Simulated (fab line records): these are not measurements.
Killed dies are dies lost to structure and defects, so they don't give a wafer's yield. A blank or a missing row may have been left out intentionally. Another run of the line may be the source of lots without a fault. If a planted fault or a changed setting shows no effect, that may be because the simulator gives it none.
Matching of chambers	flow n5Finfet	N5_BEOL_M3_ALD_98 on aldSin-01 has 4 sister chambers
The step deposits SiO2, target thk 2.5 nm, pulse time 1 s, co reactant pulse time 1 s. 8 wafers are shown with their chamber, then 12 later ones without.

## WAFERS PAIRED WITH THEIR CHAMBERS
wafer	chamber	heaterPowerW (W)	precursorPulseHeightRel
L087.2	3	69	1.034
L086.5	0	68	0.993
L089.1	0	69	0.995
L089.2	2	81	0.981
L089.3	3	68	1.031
L089.4	1	88	0.989
L089.5	1	89	0.988
L089.6	2	79	1.025

## WAFERS WITH NO CHAMBER GIVEN
wafer	heaterPowerW (W)	precursorPulseHeightRel
L076.3	72	1.016
L076.4	80	1.005
L076.6	90	1.011
L090.2	70	1.010
L090.4	70	0.995
L090.6	68	0.993
L091.2	72	0.997
L091.5	87	0.988
L091.6	70	0.982
L095.2	90	0.989
L095.5	68	0.995
L095.6	70	1.054

## WHICH CHAMBER EACH ONE RAN IN
wafer	from the rows above	in truth
L076.3	can't be placed: 3 or 0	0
L076.4	2	2
L076.6	1	1
L090.2	can't be placed: 0 or 3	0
L090.4	can't be placed: 0 or 3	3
L090.6	0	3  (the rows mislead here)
L091.2	can't be placed: 0 or 3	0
L091.5	1	1
L091.6	can't be placed: 0 or 3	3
L095.2	1	1
L095.5	can't be placed: 0 or 3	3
L095.6	3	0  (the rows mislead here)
4 of 12 placed correctly. Unplaceable from these rows: 6, with the true chamber sitting among the candidates in 6. 2 placed wrongly.
How it was worked out, from the rows above alone: a wafer's distance from a chamber is the root of the sum, over the readings, of the square of ((its reading less the chamber's mean) divided by the reading's scatter). The wafer belongs to the nearest chamber; if the next one is less than 2 further off, it can't be placed. For every chamber, the mean is computed from those of its wafers that are shown. The scatter: take each reading less its chamber's mean, square it, sum over the shown wafers, divide by the number of wafers less the number of chambers, and take the root.
